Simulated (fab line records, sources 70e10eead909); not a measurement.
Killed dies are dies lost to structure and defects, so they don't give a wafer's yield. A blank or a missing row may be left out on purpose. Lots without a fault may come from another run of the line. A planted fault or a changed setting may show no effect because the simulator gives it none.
fab line records | flow nand_harc
record lots=12 wafers=36 last_day=24
route steps=1159 shown A_CONTACT@842 END@1159
lots that met no fault: from a run of the same line without faults
start_h: hours from the record's first day to the start of the lot's first wafer shown | wait_h: hours since the lot's step before | " the same as in the row above | L1.1+2: a row that stands for several wafers | - no value, or no start given | * or withheld: withheld | < > ~ a bound
route shown NAME@n: a module of which the file shows steps, and the number in the route of the first | usual: mean/standard deviation of fault-free wafers | same: alike in all rows | chamber/n: place in a boat | sites: the reading at each site | _std_site: their standard deviation | _edge_site: outer sites' mean less inner sites' | radius_mm: how far each site lies from the wafer's centre | mask NAME#n: copy n | behind: the tool/chamber that last shaped the wafer | hold: why the lot was held/for how many hours/how that ended | device: the transistor (n, p or np) that didn't switch | end of line: the same wafers' tests at the end of the route | a step without rows: its recipe alone | killed: dies lost to structure and defects at the first sort, not the wafer's yield | map: a wafer's dies, x killed, . not, _ none there
set.NAME: the setting as run; set.NAME@STEP: as run at that earlier step | model.NAME: the simulator's own value behind a step, which no gauge read
steps of the route over a sample of lots; a table a step, a row a wafer
services: from which hour (start_h, from the record's first day; less than 0 if before it) a tool's chamber was out of use, for how many hours, and why
## steps
# step NHARC_A_CONTACT_DEP_28
# recipe target_thk_a=36000 temp_c=400 material=aC
# usual throttle_valve_pct=35.001/0.0086
# columns lot.wafer tool chamber start_h wait_h throttle_valve_pct
L753.1 acl_dep-01 0 366.69 3.8 34.985
L753.5 " 0 368.14 5.2 34.993
L753.6 " 0 " " 34.994
L756.2 acl_dep-01 0 381.98 0.8 35.017
L756.3 " 0 " " 35.015
L756.4 " 0 " " 35.015
L760.3 acl_dep-01 0 405.54 0.8 35.006
L760.4 " 0 " " 34.993
L760.6 " 0 " " 34.996
L757.2 acl_dep-01 0 407.39 2.1 35.001
L757.4 " 0 " " 35.010
L757.5 " 0 " " 34.995
L764.1 acl_dep-01 0 445.10 0.4 35.017
L764.3 " 0 " " 35.001
L764.4 " 0 " " 34.983
L763.1 acl_dep-03 0 447.28 0.1 35.005
L763.2 " 0 " " 35.004
L763.5 " 0 448.77 1.5 34.991
L766.1 acl_dep-02 0 449.05 0.1 35.007
L766.2 " 0 " " 34.991
L766.3 " 0 " " 34.995
L770.3 acl_dep-03 0 470.96 3.1 35.006
L770.4 " 0 " " 34.993
L770.6 " 0 " " 35.012
L772.2 acl_dep-03 0 480.58 3.0 34.993
L772.3 " 0 " " 35.002
L772.5 " 0 " " 34.996
L773.1 acl_dep-01 0 496.41 0.4 34.989
L773.4 " 0 497.51 1.5 34.996
L773.6 " 0 " " 34.999
L775.1 acl_dep-02 0 500.68 0.1 34.992
L775.4 " 0 501.77 1.1 34.999
L775.6 " 0 " " 35.003
L776.1 acl_dep-03 0 507.59 0.9 35.003
L776.4 " 0 508.69 1.9 34.996
L776.6 " 0 " " 35.010
# step NHARC_A_CONTACT_ETCH_51
# recipe target_depth_a=36000 over_etch_frac=0.3 time_s=936 ion_energy_ev=150 o2_flow_sccm=400 cos_flow_sccm=20 ar_flow_sccm=0 rf_w=500 bias_w=300 chemistry=O2/COS
# usual bias_w=300.0/1 chamber_pressure_mTorr=19.998/0.017 drypump_motor_current_A=5.7/0.48 oes_product_au=0.999/0.012 rf_vpp_V=314.5/2 showerhead_plenum_p_Torr=3.15/0.13 throttle_valve_pct=28.329/0.0096
# columns lot.wafer tool chamber start_h wait_h bias_w chamber_pressure_mTorr drypump_motor_current_A oes_product_au rf_hours_counter_h rf_vpp_V showerhead_plenum_p_Torr throttle_valve_pct
L753.1 rie_diel-01 1 - - 299.7 19.999 5.6 1.016 16 313.5 3.12 28.325
L753.6 " 0 " " 300.1 20.024 6.0 0.987 - 318.1 3.34 28.324
L753.5 " 1 " " 299.3 20.003 5.6 1.008 - 313.9 3.12 28.330
L756.4 rie_diel-08 1 - - 299.2 20.015 5.2 1.015 34 313.3 3.04 28.347
L756.3 " 2 " " 300.6 20.009 5.6 1.000 32 317.1 3.36 28.336
L756.2 " 0 " " 298.0 20.009 5.6 0.995 33 315.5 3.17 28.329
L760.4 rie_diel-08 3 - - 299.2 20.004 6.0 0.990 40 315.2 3.20 28.325
L760.3 " 0 " " 301.5 20.015 5.6 0.992 42 312.9 3.16 28.329
L760.6 " 0 " " 301.7 20.007 5.6 0.983 - 314.0 3.16 28.339
L757.4 rie_diel-01 3 - - 299.6 19.982 5.0 0.985 34 316.8 3.17 28.336
L757.2 " 0 " " 299.2 20.008 6.0 0.978 34 317.1 3.33 28.346
L757.5 " 2 " " 299.8 20.016 5.6 0.984 - 313.3 3.07 28.317
L764.4 rie_diel-01 3 - - 300.4 19.947 5.0 0.996 46 317.3 3.17 28.325
L764.1 " 0 " " 300.0 19.997 6.0 0.981 47 317.5 3.32 28.331
L764.3 " 1 " " 298.2 19.980 5.6 1.014 48 313.1 3.10 28.314
L763.1 rie_diel-07 0 - - 300.2 19.980 5.7 1.019 6 312.3 2.95 28.328
L763.2 " 1 " " 300.0 19.984 5.4 0.988 6 314.4 3.29 28.326
L763.5 " 3 " " 298.3 19.970 6.8 1.005 - 316.6 3.26 28.343
L766.2 rie_diel-07 3 - - 300.2 19.992 6.8 1.006 7 316.4 3.26 28.319
L766.1 " 1 " " 300.0 19.995 5.4 0.993 6 316.1 3.29 28.326
L766.3 " 2 " " 301.1 20.007 5.5 1.013 7 314.2 3.01 28.330
L770.4 rie_diel-07 1 - - 299.8 19.978 5.4 0.983 10 315.4 3.29 28.335
L770.3 " 2 " " 300.6 19.991 5.5 1.012 11 313.0 3.01 28.318
L770.6 " 3 " " 299.9 19.991 6.8 0.997 - 316.6 3.25 28.320
L772.3 rie_diel-01 3 - - 298.4 20.002 5.0 1.000 60 315.1 3.16 28.335
L772.2 " 0 " " 299.3 20.001 6.1 0.990 61 317.4 3.31 28.334
L772.5 " 2 " " 301.8 20.012 5.6 0.984 - 313.0 3.06 28.336
L773.4 rie_diel-07 3 - - 300.2 20.011 6.8 0.996 18 317.4 3.25 28.337
L773.1 " 0 " " 299.2 19.996 5.7 0.997 16 312.2 2.94 28.330
L773.6 " 2 " " 300.0 19.981 5.5 1.001 - 311.2 3.01 28.342
L775.1 rie_diel-07 1 - - 300.3 20.011 5.4 0.997 15 316.6 3.28 28.321
L775.4 " 2 " " 299.1 20.018 5.5 0.999 17 312.7 3.01 28.342
L775.6 " 0 " " 299.0 19.981 5.7 1.012 - 311.0 2.94 28.350
L776.4 rie_diel-07 0 - - 300.3 19.991 5.7 1.016 19 311.8 2.94 28.320
L776.1 " 3 " " 302.3 19.991 6.8 0.997 20 315.5 3.25 28.331
L776.6 " 0 " " 300.6 20.007 5.7 1.012 - 310.8 2.94 28.320
# step NHARC_A_CONTACT_ETCH_111
# recipe source_w=withheld pressure_mtorr=20 bias_v=withheld time_s=140 target_depth_a=7000 ar_flow_sccm=withheld c4f8_flow_sccm=withheld o2_flow_sccm=withheld chemistry=C4F8/O2/Ar
# usual chamber_pressure_mTorr=20.000/0.016 oes_air_line_au=0.999/0.019
# columns lot.wafer tool chamber start_h wait_h chamber_pressure_mTorr oes_air_line_au rf_hours_counter_h
L753.1 har_cap_etch-03 0 371.03 - 20.000 1.011 80
L753.5 " 1 " " 20.015 1.011 -
L753.6 " 0 " " 19.974 0.989 -
L756.2 har_cap_etch-01 0 387.89 - 19.987 1.016 59
L756.4 " 0 " " 19.987 1.005 -
L756.3 " 1 " " 20.013 1.037 -
L760.3 har_cap_etch-02 1 410.18 - 19.985 0.981 -
L760.4 " 0 " " 20.004 0.989 -
L760.6 " 1 " " 19.986 1.011 -
L757.2 har_cap_etch-01 1 411.48 - 20.012 0.984 63
L757.4 " 0 " " 19.979 1.006 -
L757.5 " 1 " " 19.989 0.978 -
L764.1 har_cap_etch-02 1 449.41 - 20.006 1.017 21
L764.3 " 0 " " 20.013 0.989 -
L764.4 " 1 " " 19.984 1.001 -
L763.1 har_cap_etch-01 0 451.70 - 20.000 0.964 68
L763.2 " 1 " " 20.023 0.987 68
L763.5 " 0 " " 20.004 0.986 -
L766.2 har_cap_etch-03 0 453.47 - 19.999 1.019 93
L766.1 " 1 " " 19.978 0.993 93
L766.3 " 0 " " 19.977 1.031 -
L770.4 har_cap_etch-01 0 474.69 - 20.003 0.984 -
L770.3 " 1 " " 20.048 1.013 -
L770.6 " 1 " " 19.998 1.015 -
L772.2 har_cap_etch-01 1 484.58 - - - -
L772.3 " 1 " " - - -
L772.5 " 0 " " - - -
L773.1 har_cap_etch-02 1 500.67 - - - -
L773.4 " 0 " " - - -
L773.6 " 1 " " - - -
L775.1 har_cap_etch-01 1 505.46 - - - -
L775.4 " 1 " " - - -
L775.6 " 1 " " - - -
L776.1 har_cap_etch-01 0 511.89 - 20.009 0.991 79
L776.4 " 0 " " 20.020 1.004 -
L776.6 " 0 " " 19.985 1.008 -
# step NHARC_A_CONTACT_ETCH_120
# recipe source_w=withheld pressure_mtorr=20 bias_v=3000 time_s=94 target_depth_a=9220 ar_flow_sccm=withheld c4f8_flow_sccm=withheld o2_flow_sccm=withheld chemistry=C4F8/O2/Ar
# usual chamber_pressure_mTorr=19.999/0.017 oes_air_line_au=0.996/0.018
# columns lot.wafer tool chamber start_h wait_h chamber_pressure_mTorr oes_air_line_au rf_hours_counter_h
L753.1 har_cap_etch-03 0 371.94 0.1 19.987 1.011 81
L753.5 " 1 " " 19.981 1.019 -
L753.6 " 0 " " 20.019 1.014 -
L756.2 har_cap_etch-01 0 388.82 0.1 19.979 1.025 60
L756.4 " 0 " " 19.988 1.004 -
L756.3 " 1 " " 20.004 0.998 -
L760.3 har_cap_etch-02 1 411.06 0.1 19.995 0.981 -
L760.4 " 0 " " 20.011 1.031 -
L760.6 " 1 " " 20.012 0.968 -
L757.2 har_cap_etch-01 1 412.39 0.1 20.007 1.010 63
L757.4 " 0 " " 19.974 1.001 -
L757.5 " 1 " " 19.981 0.994 -
L764.1 har_cap_etch-02 1 450.32 0.1 20.013 0.988 22
L764.3 " 0 " " 19.998 1.019 -
L764.4 " 1 " " 19.995 0.982 -
L763.1 har_cap_etch-01 0 452.63 0.1 19.972 0.952 69
L763.2 " 1 " " 19.984 1.006 69
L763.5 " 0 " " 20.012 0.995 -
L766.2 har_cap_etch-03 0 454.40 0.1 20.047 0.994 94
L766.1 " 1 " " 19.999 1.040 94
L766.3 " 0 " " 19.999 1.016 -
L770.4 har_cap_etch-01 0 475.59 0.1 20.013 0.978 -
L770.3 " 1 " " 19.995 0.970 -
L770.6 " 1 " " 19.975 0.992 -
L772.2 har_cap_etch-01 1 485.50 0.1 19.998 0.951 76
L772.3 " 1 " " 19.986 0.991 -
L772.5 " 0 " " 20.006 1.005 -
L773.1 har_cap_etch-02 1 501.59 0.1 19.963 0.990 32
L773.4 " 0 " " 19.983 0.967 -
L773.6 " 1 " " 20.004 1.001 -
L775.1 har_cap_etch-01 1 506.39 0.1 19.998 0.971 79
L775.4 " 1 " " 20.017 1.004 -
L775.6 " 1 " " 19.990 0.991 -
L776.1 har_cap_etch-01 0 512.79 0.1 19.974 1.011 80
L776.4 " 0 " " 19.990 0.959 -
L776.6 " 0 " " 20.024 0.990 -
# step NHARC_END_SORT_01
# recipe temp_c=25
# usual killed_at_array=28/11 killed_at_other=0.6/0.85 killed_at_periphery=2.8/2.3 killed_dies=31/11 killed_open=3.1/1.6 killed_short=2.0/1.4
# same gross_dies=677
# columns lot.wafer tool chamber start_h wait_h killed_at_array killed_at_other killed_at_periphery killed_dies killed_open killed_short
L772.2 prober-01 0 557.13 2.8 673 0 4 677 5 1
L772.3 prober-01 0 557.93 3.1 674 0 3 677 4 0
L772.5 prober-01 0 559.52 3.7 673 0 4 677 3 1
L773.1 prober-02 0 567.15 2.5 672 1 4 677 6 1
L773.4 prober-02 0 569.54 3.4 676 0 1 677 1 3
L773.6 prober-02 0 571.13 4.0 675 1 1 677 3 1
L775.1 prober-02 0 574.92 2.5 670 1 6 677 4 2
L775.4 prober-02 0 577.33 3.4 669 0 8 677 5 5
L775.6 prober-02 0 578.94 4.0 673 0 4 677 1 5
# killed by level:class
L772.2 A_CONTACT:area_etch=622 A_CHANNEL_HOLE_D1:chamber_film_flake=24 A_SLIT:chamber_film_flake=19 A_WL_FILL:chamber_film_flake=2 A_CONTACT:chamber_film_flake=2 P_M0:geometric_particle:short=1 P_M0:geometric_particle:open=1 A_CHANNEL_HOLE_D1:geometric_particle:open=1
L772.3 A_CONTACT:area_etch=633 A_SLIT:chamber_film_flake=16 A_CHANNEL_HOLE_D1:chamber_film_flake=13 A_CONTACT:chamber_film_flake=7 P_ZERO_WELL:chamber_film_flake=2 P_M0:geometric_particle:open=1 A_CHANNEL_FILL_D1:geometric_particle:open=1 A_M0:geometric_particle:open=1
L772.5 A_CONTACT:area_etch=628 A_CHANNEL_HOLE_D1:chamber_film_flake=21 A_SLIT:chamber_film_flake=18 A_CONTACT:chamber_film_flake=3 P_STI:geometric_particle:open=1 P_CONTACT:geometric_particle:open=1 A_SGD_CUT:geometric_particle:open=1 A_M0:geometric_particle:short=1
L773.1 A_CONTACT:area_etch=654 A_CHANNEL_HOLE_D1:chamber_film_flake=9 A_CONTACT:geometric_particle:open=2 P_STI:chamber_film_flake=2 A_SGD_CUT:chamber_film_flake=2 P_M1:geometric_particle:open=1 A_SOURCE_PLATE:geometric_particle:open=1 A_ONON_D1:geometric_particle:open=1
L773.4 A_CONTACT:area_etch=654 A_CHANNEL_HOLE_D1:chamber_film_flake=12 A_SLIT:chamber_film_flake=3 A_ONON_D1:geometric_particle:short=1 A_CHANNEL_HOLE_D1:geometric_particle:short=1 A_CHANNEL_FILL_D1:geometric_particle:short=1 A_M0:geometric_particle:open=1 P_GATE:chamber_film_flake=1
L773.6 A_CONTACT:area_etch=657 A_CHANNEL_HOLE_D1:chamber_film_flake=6 A_SGD_CUT:chamber_film_flake=4 A_CHANNEL_FILL_D1:geometric_particle:short=1 A_WL_FILL:geometric_particle:open=1 A_CONTACT:geometric_particle:open=1 A_M0:geometric_particle:open=1 P_STI:chamber_film_flake=1
L775.1 A_CONTACT:area_etch=642 A_SLIT:chamber_film_flake=14 A_CHANNEL_HOLE_D1:chamber_film_flake=7 A_BONDPAD:chamber_film_flake=3 P_GATE:geometric_particle:open=2 P_BONDPAD:chamber_film_flake=2 P_STI:geometric_particle:short=1 A_CHANNEL_HOLE_D1:geometric_particle:open=1
L775.4 A_CONTACT:area_etch=631 A_SLIT:chamber_film_flake=17 A_CHANNEL_HOLE_D1:chamber_film_flake=7 A_WL_FILL:chamber_film_flake=3 A_BONDPAD:chamber_film_flake=3 A_SOURCE_PLATE:geometric_particle:short=2 P_BONDPAD:chamber_film_flake=2 P_GATE:geometric_particle:short=1
L775.6 A_CONTACT:area_etch=646 A_SLIT:chamber_film_flake=18 A_CHANNEL_HOLE_D1:chamber_film_flake=4 A_CONTACT:chamber_film_flake=2 P_GATE:geometric_particle:short=1 P_CONTACT:geometric_particle:short=1 P_M1:geometric_particle:short=1 A_CHANNEL_FILL_D1:geometric_particle:short=1
## services
# columns tool chamber start_h hours kind
rie_diel-07 - 350.15 0.6 repair
acl_dep-02 - 350.23 13.0 pm
rie_diel-07 0 359.87 - clean
rie_diel-07 1 359.87 - clean
rie_diel-07 2 359.87 - clean
rie_diel-07 3 359.87 - clean
rie_diel-07 3 381.67 14.3 repair
rie_diel-07 0 384.37 - clean
rie_diel-07 1 384.37 - clean
rie_diel-07 2 384.37 - clean
acl_dep-03 - 404.42 13.0 pm
rie_diel-07 - 405.20 9.0 pm
rie_diel-07 0 405.20 9.0 vent_cycle
rie_diel-07 1 405.20 9.0 vent_cycle
rie_diel-07 2 405.20 9.0 vent_cycle
rie_diel-07 3 405.20 9.0 vent_cycle
rie_diel-07 0 414.20 - clean
rie_diel-07 1 414.20 - clean
rie_diel-07 2 414.20 - clean
acl_dep-01 - 476.03 13.0 pm
rie_diel-08 - 478.86 9.0 pm
rie_diel-01 - 492.38 9.0 pm
rie_diel-08 - 507.67 1.1 repair
rie_diel-08 1 509.02 4.3 repair
## key
first_sign step=NHARC_A_CONTACT_ETCH_111 reading=tool_record direction=missing
effect step=NHARC_END_SORT_01 reading=killed_at_array direction=up sigmas=57 usual=28 struck=673
more_kills_born_at NHARC_A_CONTACT_ETCH_111@har_cap_etch-01=3802 NHARC_A_CONTACT_ETCH_111@har_cap_etch-02=1965
met_at NHARC_A_CONTACT_ETCH_111
struck_lots L772,L773,L775
later_rows_left_out L772.2,L772.3,L772.5,L773.1,L773.4,L773.6,L775.1,L775.4,L775.6
tester_left_out L772,L773,L775
not_acting_at NHARC_A_CONTACT_DEP_28,NHARC_A_CONTACT_ETCH_51,NHARC_A_CONTACT_ETCH_120
onset_between 474.69 484.58
fault kind=skipped_step_whole tool=har_cap_etch-01,har_cap_etch-02 chamber=- onset_h=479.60 steps=NHARC_A_CONTACT_ETCH_111 scope=struck_lots_only
# tester_left_out: of these lots the tester's yield and bins aren't shown, on N5 and GAA mostly nor the transistor test; their killed dies are dies lost to structure and defects alone, not to doping, threshold or leakage, so they don't give the yield
# later_rows_left_out: the simulator's readings of these wafers behind a module that went badly wrong aren't trusted and aren't shown, but for the sort
